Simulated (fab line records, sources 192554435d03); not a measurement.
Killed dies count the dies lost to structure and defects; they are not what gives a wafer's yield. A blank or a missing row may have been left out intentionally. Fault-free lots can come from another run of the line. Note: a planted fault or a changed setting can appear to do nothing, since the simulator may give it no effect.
Lot-split experiment	flow n5 finfet	21 wafers read across 7 lots, on a route 1938 steps long

== THE SPLIT ITSELF ==
At N5_BEOL_M12_ETCH_59 (etches BARC in N2/H2, target depth 89 nm, overetch 26.7 nm, time 67.9 s), the setting bias w was moved away from the recipe's 150 W on 9 of the 21 wafers read, by -11.6% to +8.3%. This setting was run at the recipe's value on the other wafers.

The reading is taken at the split's own step.

== THE READING ==
rf vpp V, in V, at N5_BEOL_M12_ETCH_59 (etches BARC in N2/H2, target depth 89 nm, overetch 26.7 nm, time 67.9 s). A value of 524.4 V with a standard deviation of 2.6 V is what fault-free wafers of this fab line usually give.

wafer	tool, chamber at the split	bias w as run, W	against the recipe	rf vpp V, V	against lot-mates on the recipe
L078.3	rie diel-05, 1	140.2	-6.5%	498.6	-28.7
L078.4	rie diel-05, 2	150	recipe	527.8	-
L078.5	rie diel-05, 0	150	recipe	526.9	-
L081.1	rie diel-04, 1	161.2	+7.5%	549.6	+27.4
L081.2	rie diel-04, 2	150	recipe	519.2	-
L081.3	rie diel-04, 3	150	recipe	525.3	-
L080.1	rie diel-03, 2	150	recipe	527.4	-
L080.3	rie diel-03, 1	150	recipe	524.0	-
L080.6	rie diel-03, 3	150	recipe	521.3	-
L083.2	rie diel-05, 2	162.4	+8.3%	554.4	+33.5
L083.3	rie diel-05, 1	162.4	+8.3%	546.0	+25.1
L083.5	rie diel-05, 1	150	recipe	520.9	-
L089.2	rie diel-04, 0	150	recipe	526.4	-
L089.4	rie diel-04, 1	134.4	-10.4%	489.0	-36.0
L089.6	rie diel-04, 1	150	recipe	523.7	-
L090.2	rie diel-03, 2	132.6	-11.6%	488.0	-36.7
L090.3	rie diel-03, 3	132.6	-11.6%	482.7	-42.0
L090.5	rie diel-03, 1	150	recipe	524.7	-
L096.2	rie diel-05, 0	150	recipe	527.3	-
L096.3	rie diel-05, 1	141.1	-5.9%	507.0	-20.3
L096.4	rie diel-05, 3	141.1	-5.9%	502.0	-25.3

THE FIT
A straight line over all 21 wafers: rf vpp V changes by +3.35 V for each +1% of bias w; r = +0.99; the points scatter about the line by 3 V.
The same after taking each lot's own level away (the mean of its wafers on the recipe; 21 wafers): +3.56 V for each +1%; r = +0.99; scatter 2.8 V.
That fit puts the effect of the largest move of bias w on the reading at 41 V.
The span of the lots' own levels, 520.90 to 527.35 V, comes to 2.5 times the standard deviation stated above.
The two slopes agree, so the slope changes little with the lot-to-lot level.
Check: -42.7 V against its lot-mates is what the line predicts for one of the wafers moved furthest among these (-11.6%) when that wafer is left out of the fit. It came out at -36.7 V against them.
Tool readings at the split's step, against how far the setting was moved: rf vpp V r = +0.99.

== OTHER SPLITS ON THESE WAFERS ==
Before the reading, these wafers also passed through other splits. Each is held against what the fit with the lots' levels taken away leaves over:
other split on the same wafers	wafers away from the commonest value	r with rf vpp V (lot level and that fit taken away)
N5_BEOL_M9_COAT_05 spin rpm	7	-0.15
N5_BEOL_M10_VIA_ETCH_34 time s	7	+0.26
N5_BEOL_M10_ETCH_41 source w	6	-0.31
N5_BEOL_M11_EXPOSE_25 dose mj	10	+0.16
N5_BEOL_M11_VIA_ETCH_34 time s	6	+0.17

== THE FILE'S OWN FIT ==
rf vpp V changes by +3.6 V for each +1% of bias w, r = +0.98.
